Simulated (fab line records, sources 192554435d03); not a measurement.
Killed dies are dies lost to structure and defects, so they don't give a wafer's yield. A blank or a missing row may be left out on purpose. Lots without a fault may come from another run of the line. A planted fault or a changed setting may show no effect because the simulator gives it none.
Chamber matching | flow n5_finfet | N5_BEOL_M3_ILD_DEP_00 on pecvd-02: 3 sister chambers
The step deposits SiOC from DEMS/O2, target thk 79 nm, time 15.3 s. 6 wafers are shown with their chamber, then 10 later ones without.

WAFERS WITH THEIR CHAMBER
wafer  | chamber | throttle_valve_pct (%) | heater_power_w (W)
L077.2 | 0       | 11.9                   | 467
L079.3 | 0       | 11.5                   | 443
L083.1 | 2       | 11.0                   | 450
L083.5 | 1       | 12.6                   | 359
L088.1 | 1       | 12.6                   | 401
L088.5 | 2       | 11.0                   | 450

WAFERS WITHOUT THEIR CHAMBER
wafer  | throttle_valve_pct (%) | heater_power_w (W)
L088.6 | 12.7                   | 413
L086.2 | 12.5                   | 427
L086.3 | 10.9                   | 434
L086.6 | 11.7                   | 395
L091.1 | 10.8                   | 468
L091.4 | 12.1                   | 405
L091.5 | 12.5                   | 394
L093.2 | 11.7                   | 474
L093.5 | 11.2                   | 404
L093.6 | 12.5                   | 383

WHICH CHAMBER EACH WENT THROUGH
wafer  | from the rows above     | in truth
L088.6 | 1                       | 1
L086.2 | 1                       | 1
L086.3 | 2                       | 2
L086.6 | 0                       | 0
L091.1 | 2                       | 2
L091.4 | can't be placed: 1 or 0 | 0
L091.5 | 1                       | 1
L093.2 | 0                       | 0
L093.5 | can't be placed: 2 or 0 | 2
L093.6 | 1                       | 1
Placed correctly: 8 of 10. Can't be placed from these rows: 2 (the true chamber is among the candidates in 2). Placed wrongly: 0.
How it was worked out, from the rows above alone: a wafer's distance from a chamber is the root of the sum, over the readings, of the square of ((its reading less the chamber's mean) divided by the reading's scatter). The wafer belongs to the nearest chamber; if the next one is less than 2 further off, it can't be placed. A chamber's mean is the mean of its shown wafers. The scatter: the root of (the sum of the squares of (reading less its chamber's mean) over the shown wafers, divided by (wafers less chambers)).
